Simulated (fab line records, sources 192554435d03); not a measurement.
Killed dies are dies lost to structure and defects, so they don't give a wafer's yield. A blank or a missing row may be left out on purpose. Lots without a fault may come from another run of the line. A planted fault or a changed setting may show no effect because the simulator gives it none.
Chamber matching | flow n5_finfet | N5_HKMG_FIN_CMP_23 on cmp-04: 4 sister chambers
The step polishes, stops on SiNx, t overpolish 10 s, target thk 46.326 nm. 16 wafers are shown with their chamber, then 8 later ones without.

WAFERS WITH THEIR CHAMBER
wafer  | chamber | motor_current_A (A) | overpolish_run_s (s) | retaining_ring_pressure_frac
L075.1 | 3       | 12.4                | 9.999                | 0.997
L075.4 | 2       | 11.9                | 10.009               | 0.997
L075.5 | 3       | 13.0                | 9.992                | 1.005
L079.2 | 2       | 11.8                | 9.993                | 1.003
L079.4 | 0       | 11.8                | 9.988                | 1.008
L079.5 | 0       | 12.3                | 9.986                | 1.004
L080.3 | 0       | 11.8                | 9.998                | 1.008
L080.5 | 1       | 12.4                | 10.000               | 0.993
L080.6 | 2       | 12.0                | 9.999                | 0.993
L084.2 | 2       | 12.1                | 9.995                | 0.996
L084.3 | 3       | 12.3                | 9.998                | 1.002
L084.6 | 2       | 11.1                | 9.996                | 0.997
L083.2 | 3       | 12.3                | 9.997                | 0.992
L083.5 | 0       | 11.8                | 9.989                | 1.002
L083.6 | 3       | 12.6                | 9.998                | 0.996
L085.1 | 0       | 12.1                | 9.988                | 0.995

SIGNATURES (means of the wafers above)
reading                      | chamber 0 | chamber 1 | chamber 2 | chamber 3 | scatter within a chamber
motor_current_A              | 11.960    | 12.400    | 11.780    | 12.520    | 0.315
overpolish_run_s             | 9.98980   | 10.00000  | 9.99840   | 9.99680   | 0.00482
retaining_ring_pressure_frac | 1.00340   | 0.99300   | 0.99720   | 0.99840   | 0.00477
Rule: a wafer's distance from a chamber is the root of the sum, over the readings, of the square of ((its reading less the chamber's mean) divided by the reading's scatter). The wafer belongs to the nearest chamber; if the next one is less than 2 further off, it can't be placed. The scatter: the root of (the sum of the squares of (reading less its chamber's mean) over the shown wafers, divided by (wafers less chambers)).

WAFERS WITHOUT THEIR CHAMBER
wafer  | motor_current_A (A) | overpolish_run_s (s) | retaining_ring_pressure_frac
L085.5 | 11.6                | 9.990                | 0.999
L085.6 | 12.5                | 10.001               | 0.998
L089.1 | 11.8                | 9.993                | 1.001
L089.2 | 12.1                | 9.990                | 0.995
L089.5 | 12.0                | 9.996                | 1.006
L092.2 | 11.6                | 10.009               | 1.000
L092.3 | 12.3                | 10.002               | 1.001
L092.5 | 11.4                | 9.991                | 1.007

WHICH CHAMBER EACH WENT THROUGH
wafer  | from the rows above               | in truth
L085.5 | can't be placed: 0 or 2 or 3      | 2
L085.6 | can't be placed: 3 or 1 or 2      | 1
L089.1 | can't be placed: 0 or 2 or 3 or 1 | 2
L089.2 | can't be placed: 0 or 3 or 2 or 1 | 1
L089.5 | can't be placed: 0 or 2 or 3 or 1 | 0
L092.2 | can't be placed: 2 or 1 or 3 or 0 | 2
L092.3 | can't be placed: 3 or 1 or 2 or 0 | 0
L092.5 | can't be placed: 0 or 2           | 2
Placed correctly: 0 of 8. Can't be placed from these rows: 8 (the true chamber is among the candidates in 8). Placed wrongly: 0.
